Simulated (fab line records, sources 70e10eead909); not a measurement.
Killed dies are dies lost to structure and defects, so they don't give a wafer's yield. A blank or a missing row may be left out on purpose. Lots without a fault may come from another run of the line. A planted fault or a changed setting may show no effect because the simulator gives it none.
A struck lot beside a sound one | flow nand_harc | 14 steps out of a route of 1302
Sound: wafers L112.1, L112.2, L112.6. Struck: wafers L100.1, L100.3, L100.5. The cause comes at the end.
At each step with rows: each side's tool, then ch and its chambers, then its first start. Under that, the readings that differ: sound wafers | struck wafers | difference of the means | sigmas: that difference in standard deviations of wafers without a fault.
alike: readings whose means differ by less than 2 such deviations, and words and numbers that are the same on both sides. not compared: withheld readings, readings that some wafer has no value for, bounds like >300 that may hide the same value, and numbers for which the record gives no deviation and whose values overlap.
The two part at a step that has a row with sigmas, a row that says differs or no value, or rows on one side only. Numbers that don't overlap but have no deviation are shown without sigmas and don't part them. A reading that every wafer of one side lacks parts them only if that side has two wafers or more.

first, 7 steps without rows for these wafers: NHARC_P_ZERO_WELL_COAT_64 (time 65 s); NHARC_P_ZERO_WELL_COAT_05 (resist thk 600 nm); NHARC_P_ZERO_WELL_SOFTBAKE_06 (time 70 s); NHARC_P_ZERO_WELL_EBR_07; NHARC_P_ZERO_WELL_EXPOSE_08 (exposes mask P ZERO, target cd 500 nm); NHARC_P_ZERO_WELL_PEB_09 (peb time 80 s); NHARC_P_ZERO_WELL_DEVELOP_10 (time 50 s).
NHARC_P_ZERO_WELL_CD_MEAS_11: target cd 500 nm.
  sound on cd_sem-01 ch 0, day 9 09:16; struck on cd_sem-03 ch 0, day 4 09:15
  alike: cd_nm
then, 1 step without rows for these wafers: NHARC_P_ZERO_WELL_HARDBAKE_12 (time 65 s).
NHARC_P_ZERO_WELL_DESCUM_13: chemistry O2, time 3 s.
  sound on rie_diel-02 ch 0,2,3, day 9 09:26; struck on rie_diel-04 ch 0,1, day 4 09:24
  alike: drypump_motor_current_A, oes_product_au, rf_vpp_V, showerhead_plenum_p_Torr, throttle_valve_pct
  not compared: rf_hours_counter_h
NHARC_P_ZERO_WELL_ETCH_65: etches the open film in N2/H2, target depth 80 nm, overetch 24 nm, time 87.88 s.
  sound on rie_diel-02 ch 0,2,3, day 9 09:31; struck on rie_diel-04 ch 0,1, day 4 09:34
  alike: drypump_motor_current_A, oes_product_au, rf_vpp_V, showerhead_plenum_p_Torr, throttle_valve_pct
  not compared: rf_hours_counter_h
NHARC_P_ZERO_WELL_ETCH_62: etches the open film in CHF3/Ar, target depth 13 nm, time 6.5 s.
  sound on rie_diel-02 ch 0,1,3; struck on rie_diel-04 ch 0,1
  alike: drypump_motor_current_A, oes_product_au, rf_vpp_V, showerhead_plenum_p_Torr, throttle_valve_pct
  not compared: rf_hours_counter_h
NHARC_P_ZERO_WELL_ETCH_63: etches the open film in HBr/Cl2, target depth 120 nm, time 40.1 s.
  sound on rie_si-02 ch 0,1,2, day 9 09:42; struck on rie_si-01 ch 0,1,3, day 4 09:49
  reading               | sound             | struck            | difference | sigmas
  oes_product_au (a.u.) | 0.990 0.987 0.990 | 1.332 1.361 1.319 | +0.348     | +35
  alike: drypump_motor_current_A, throttle_valve_pct
  not compared: rf_hours_counter_h
then, 1 step without rows for these wafers: NHARC_P_ZERO_WELL_STRIP_15 (strips in SPM, time 900 s).

WHERE THEY PART
Only at NHARC_P_ZERO_WELL_ETCH_63, within this record.

WHY: what the simulator had put in
Process parameter drift: rie_si-01, from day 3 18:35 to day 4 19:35, at NHARC_P_ZERO_WELL_ETCH_63. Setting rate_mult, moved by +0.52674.
